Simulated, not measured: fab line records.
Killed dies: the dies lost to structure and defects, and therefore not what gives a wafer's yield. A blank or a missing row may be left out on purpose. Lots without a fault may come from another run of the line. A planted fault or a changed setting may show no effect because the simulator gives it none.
Split-lot study | flow n5 finfet | route with 1938 steps; 7 lots, 21 wafers read

== SPLIT DETAILS ==
At N5_BEOL_M14_PEB_08 (peb time 90 s), the setting peb time s was moved away from the recipe's 90 s on 7 of the 21 wafers read, by -18.4% to +13.9%. All remaining wafers had this setting at the recipe value.

== FROM THE SPLIT TO THE READING: what the file shows between them, 5 steps ==
- N5_BEOL_M14_DEVELOP_09: develop time 45 s
- N5_BEOL_M14_HARDBAKE_14: time 120 s
- N5_BEOL_M14_CD_MEAS_10: target cd 250 nm
- N5_BEOL_M14_STRIP_71: strips in post etch residue remover, time 60 s
- N5_BEOL_M14_SRD_72: time 30 s, dry time 30 s

== THE READING ==
Shown in nm: cd nm at N5_BEOL_M14_CD_MEAS_17, with target cd 250 nm. A value of 249.8 nm with a standard deviation of 1.6 nm is what fault-free wafers of this fab line usually give.

wafer  | tool, chamber at the split | peb time s as run, s | against the recipe | cd nm, nm | against lot-mates on the recipe
L076.1 | litho track-05, 0          | 90                   | recipe             | 249.8     | -
L076.3 | litho track-05, 0          | 90                   | recipe             | 247.5     | -
L076.5 | litho track-05, 0          | 90                   | recipe             | 249.2     | -
L086.1 | litho track-02, 0          | 90                   | recipe             | 251.6     | -
L086.2 | litho track-02, 0          | 90                   | recipe             | 251.0     | -
L086.3 | litho track-02, 0          | 90                   | recipe             | 251.0     | -
L085.3 | litho track-05, 0          | 73.48                | -18.4%             | 238.3     | -9.8
L085.4 | litho track-05, 0          | 90                   | recipe             | 248.8     | -
L085.6 | litho track-05, 0          | 90                   | recipe             | 247.3     | -
L090.3 | litho track-02, 0          | 102.5                | +13.9%             | 252.7     | no lot-mate on the recipe
L090.4 | litho track-02, 0          | 102.5                | +13.9%             | 253.9     | no lot-mate on the recipe
L090.5 | litho track-02, 0          | 102.5                | +13.9%             | 252.4     | no lot-mate on the recipe
L092.2 | litho track-04, 0          | 82.26                | -8.6%              | 248.2     | -2.7
L092.3 | litho track-04, 0          | 90                   | recipe             | 251.3     | -
L092.6 | litho track-04, 0          | 90                   | recipe             | 250.5     | -
L095.4 | litho track-05, 0          | 90                   | recipe             | 247.3     | -
L095.5 | litho track-05, 0          | 90                   | recipe             | 247.8     | -
L095.6 | litho track-05, 0          | 90                   | recipe             | 249.5     | -
L097.1 | litho track-04, 0          | 75.4                 | -16.2%             | 242.2     | -6.4
L097.4 | litho track-04, 0          | 90                   | recipe             | 248.6     | -
L097.5 | litho track-04, 0          | 75.4                 | -16.2%             | 240.9     | -7.7

THE FIT
A straight line over all 21 wafers: cd nm changes by +0.402 nm for each +1% of peb time s; r = +0.89; the points scatter about the line by 1.8 nm.
The same after taking each lot's own level away (the mean of its wafers on the recipe; 18 wafers): +0.463 nm for each +1%; r = +0.97; scatter 0.85 nm.
On that fit, the largest move of peb time s shifts the reading by 8.5 nm.
The span of the lots' own levels, 248.05 to 251.20 nm, comes to 2.0 times the standard deviation stated above.
So the slope is not independent of the lot-to-lot level: the two fits are not the same.
Check: for one of the wafers moved furthest among these (-18.4%), held out of the fit, the line's prediction against its lot-mates is -7.71 nm. Against them it came out at -9.75 nm.

== ADDITIONAL SPLITS CARRIED BY THESE WAFERS ==
These wafers also went through other splits before the reading. Each is held against what the fit with the lots' levels taken away leaves over:
other split on the same wafers | wafers away from the commonest value | r with cd nm (lot level and that fit taken away)
N5_BEOL_M11_COAT_22 spin rpm   | 6                                    | +0.22
N5_BEOL_M12_COAT_22 spin rpm   | 5                                    | -0.20
N5_BEOL_M12_ETCH_67 source w   | 6                                    | +0.17
N5_BEOL_M13_DEP_53 time s      | 6                                    | +0.50

== THE WHOLE CHAIN: every reading that the file lists as answering this split, in the file's order ==
step                   | what it does     | reading | change (the file's fit)               | r (the file's)
N5_BEOL_M14_CD_MEAS_10 | target cd 250 nm | cd nm   | +0.492 nm for each +1% of the setting | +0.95
N5_BEOL_M14_CD_MEAS_17 | target cd 250 nm | cd nm   | +0.467 nm for each +1% of the setting | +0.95

== FILE'S OWN FIT ==
cd nm changes by +0.467 nm for each +1% of peb time s, r = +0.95.
